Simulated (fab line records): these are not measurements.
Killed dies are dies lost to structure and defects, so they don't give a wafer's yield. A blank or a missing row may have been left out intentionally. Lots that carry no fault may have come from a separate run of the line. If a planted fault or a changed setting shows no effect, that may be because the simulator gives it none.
Chamber matching / flow nand-harc / NHARC_A_SGD_CUT_ETCH_58 on rie-diel-08 has 4 sister chambers
The step etches the open film in CF4, target depth 39 nm, time 65 s. 18 wafers are shown with their chamber, then 9 later ones without.

WAFERS, EACH WITH ITS CHAMBER
wafer=L077.2; chamber=2; drypump-motor-current-A (A)=6.3; oes-product-au (a.u.)=0.997; rf-vpp-V (V)=149.5
wafer=L077.3; chamber=0; drypump-motor-current-A (A)=5.8; oes-product-au (a.u.)=0.998; rf-vpp-V (V)=151.3
wafer=L077.5; chamber=0; drypump-motor-current-A (A)=5.8; oes-product-au (a.u.)=0.992; rf-vpp-V (V)=151.4
wafer=L079.3; chamber=3; drypump-motor-current-A (A)=5.9; oes-product-au (a.u.)=1.011; rf-vpp-V (V)=153.5
wafer=L079.5; chamber=0; drypump-motor-current-A (A)=5.8; oes-product-au (a.u.)=1.010; rf-vpp-V (V)=152.3
wafer=L079.6; chamber=3; drypump-motor-current-A (A)=5.9; oes-product-au (a.u.)=1.005; rf-vpp-V (V)=151.4
wafer=L082.2; chamber=1; drypump-motor-current-A (A)=5.6; oes-product-au (a.u.)=0.981; rf-vpp-V (V)=152.8
wafer=L082.3; chamber=0; drypump-motor-current-A (A)=5.8; oes-product-au (a.u.)=0.989; rf-vpp-V (V)=151.8
wafer=L082.5; chamber=0; drypump-motor-current-A (A)=5.8; oes-product-au (a.u.)=0.986; rf-vpp-V (V)=151.0
wafer=L083.1; chamber=3; drypump-motor-current-A (A)=5.9; oes-product-au (a.u.)=1.015; rf-vpp-V (V)=152.6
wafer=L083.2; chamber=2; drypump-motor-current-A (A)=6.3; oes-product-au (a.u.)=0.993; rf-vpp-V (V)=151.5
wafer=L083.4; chamber=0; drypump-motor-current-A (A)=5.8; oes-product-au (a.u.)=0.993; rf-vpp-V (V)=152.1
wafer=L086.3; chamber=2; drypump-motor-current-A (A)=6.3; oes-product-au (a.u.)=0.987; rf-vpp-V (V)=149.4
wafer=L086.5; chamber=0; drypump-motor-current-A (A)=5.8; oes-product-au (a.u.)=0.994; rf-vpp-V (V)=151.0
wafer=L086.6; chamber=1; drypump-motor-current-A (A)=5.7; oes-product-au (a.u.)=0.967; rf-vpp-V (V)=149.6
wafer=L087.1; chamber=3; drypump-motor-current-A (A)=5.9; oes-product-au (a.u.)=1.017; rf-vpp-V (V)=151.5
wafer=L087.3; chamber=1; drypump-motor-current-A (A)=5.7; oes-product-au (a.u.)=0.973; rf-vpp-V (V)=151.5
wafer=L087.6; chamber=2; drypump-motor-current-A (A)=6.3; oes-product-au (a.u.)=0.989; rf-vpp-V (V)=149.4

SIGNATURES, as means of the wafers listed above
reading=drypump-motor-current-A; chamber 0=5.800; chamber 1=5.667; chamber 2=6.300; chamber 3=5.900; scatter within a chamber=0.0218
reading=oes-product-au; chamber 0=0.99457; chamber 1=0.97367; chamber 2=0.99150; chamber 3=1.01200; scatter within a chamber=0.00658
reading=rf-vpp-V; chamber 0=151.557; chamber 1=151.300; chamber 2=149.950; chamber 3=152.250; scatter within a chamber=0.963
Rule: a wafer's distance from a chamber is the root of the sum, over the readings, of the square of ((its reading less the chamber's mean) divided by the reading's scatter). If the next closest chamber is less than 2 further off than the closest, the wafer can't be placed; otherwise it belongs to the closest. The scatter: take each reading less its chamber's mean, square it, sum over the shown wafers, divide by the number of wafers less the number of chambers, and take the root.

WAFERS MISSING THEIR CHAMBER
wafer=L092.1; drypump-motor-current-A (A)=5.8; oes-product-au (a.u.)=1.007; rf-vpp-V (V)=150.3
wafer=L092.3; drypump-motor-current-A (A)=5.6; oes-product-au (a.u.)=0.974; rf-vpp-V (V)=152.1
wafer=L092.4; drypump-motor-current-A (A)=5.9; oes-product-au (a.u.)=1.022; rf-vpp-V (V)=151.8
wafer=L094.2; drypump-motor-current-A (A)=6.3; oes-product-au (a.u.)=0.991; rf-vpp-V (V)=151.2
wafer=L094.3; drypump-motor-current-A (A)=5.9; oes-product-au (a.u.)=1.019; rf-vpp-V (V)=152.0
wafer=L094.4; drypump-motor-current-A (A)=5.8; oes-product-au (a.u.)=0.992; rf-vpp-V (V)=152.0
wafer=L095.1; drypump-motor-current-A (A)=5.7; oes-product-au (a.u.)=0.953; rf-vpp-V (V)=151.7
wafer=L095.2; drypump-motor-current-A (A)=6.3; oes-product-au (a.u.)=1.011; rf-vpp-V (V)=149.3
wafer=L095.5; drypump-motor-current-A (A)=5.9; oes-product-au (a.u.)=1.032; rf-vpp-V (V)=151.5

CHAMBER TAKEN BY EACH
wafer=L092.1; from the rows above=0; in truth=0
wafer=L092.3; from the rows above=1; in truth=1
wafer=L092.4; from the rows above=3; in truth=3
wafer=L094.2; from the rows above=2; in truth=2
wafer=L094.3; from the rows above=3; in truth=3
wafer=L094.4; from the rows above=0; in truth=0
wafer=L095.1; from the rows above=1; in truth=1
wafer=L095.2; from the rows above=2; in truth=2
wafer=L095.5; from the rows above=3; in truth=3
Correct placement for 9 of the 9. Number that these rows cannot place: 0. Placed wrongly: 0.
